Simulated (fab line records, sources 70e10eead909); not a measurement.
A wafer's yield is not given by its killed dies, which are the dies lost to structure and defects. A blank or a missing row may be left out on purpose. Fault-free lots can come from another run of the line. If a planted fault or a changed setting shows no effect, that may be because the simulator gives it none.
Which tool did it? -- flow nand-harc -- 18 wafers from 6 lots sampled at 3 of the route's 1302 steps

== WHAT THE GAUGES SHOWED, per wafer ==
NHARC_P_GATE_CD_MEAS_26: target cd 120 nm.
lot,measured,on,cd-nm (nm)
L130,day 5 13:41,cd-sem-03,120.3 120.7 120.9
L134,day 7 03:11,cd-sem-03,120.1 120.1 120.1
L136,day 8 02:38,cd-sem-02,120.7 120.3 120.9
L141,day 9 22:53,cd-sem-01,120.3 120.0 119.8
L149,day 13 09:16,cd-sem-01,115.7 116.6 116.0
L151,day 14 07:27,cd-sem-01,119.8 119.7 119.7

== TOOL THAT RAN EACH LOT (tool first, then ch and the chambers of the sampled wafers, then the start) ==
lot,NHARC_P_GATE_DEP_103,NHARC_P_GATE_PEB_24
L130,"pecvd-02 ch 0,2, day 5 12:59","litho-track-04 ch 0, day 5 13:36"
L134,"pecvd-02 ch 1,2, day 7 02:34","litho-track-01 ch 0, day 7 03:07"
L136,"pecvd-04 ch 0,1,2, day 8 01:56","litho-track-04 ch 0, day 8 02:33"
L141,"pecvd-02 ch 0,2, day 9 22:13","litho-track-01 ch 0, day 9 22:49"
L149,"pecvd-01 ch 0,1, day 13 08:35","litho-track-06 ch 0, day 13 09:11"
L151,"pecvd-02 ch 1,2, day 14 06:48","litho-track-01 ch 0, day 14 07:22"
- NHARC_P_GATE_DEP_103: deposits SiON, target thk 30 nm.
- NHARC_P_GATE_PEB_24: peb time 65 s.

== THE ANSWER, worked out from the rows above alone ==
Rule: what is usual is taken from the lots themselves. The widest of any qualifying gaps counts: lots, ordered by their means at a reading, are off when they make up no more than a third of the lots, leave a main group of 4 or more, and stand apart from it by 3 or more times the standard deviation of that group's means. A main group whose means are all the same, to the digits that the tables above print for the reading, isn't used. A lot without any number at a reading at which 4 lots or more have one is off too. All remaining lots with rows at the step are treated as sound.
Off: L149, at NHARC_P_GATE_CD_MEAS_26 (cd-nm). Main group: mean 120.2 nm, sd 0.35.
If a tool, at a process step before that reading, ran all the lots that are off and no sound lot after the first of them, it fits. The gauges at NHARC_P_GATE_CD_MEAS_26 are tried like those tools. 2 tools fit, pecvd-01 at NHARC_P_GATE_DEP_103 and litho-track-06 at NHARC_P_GATE_PEB_24, so this cannot tell which one it is.

== WHAT HAD BEEN PUT IN BY THE SIMULATOR ==
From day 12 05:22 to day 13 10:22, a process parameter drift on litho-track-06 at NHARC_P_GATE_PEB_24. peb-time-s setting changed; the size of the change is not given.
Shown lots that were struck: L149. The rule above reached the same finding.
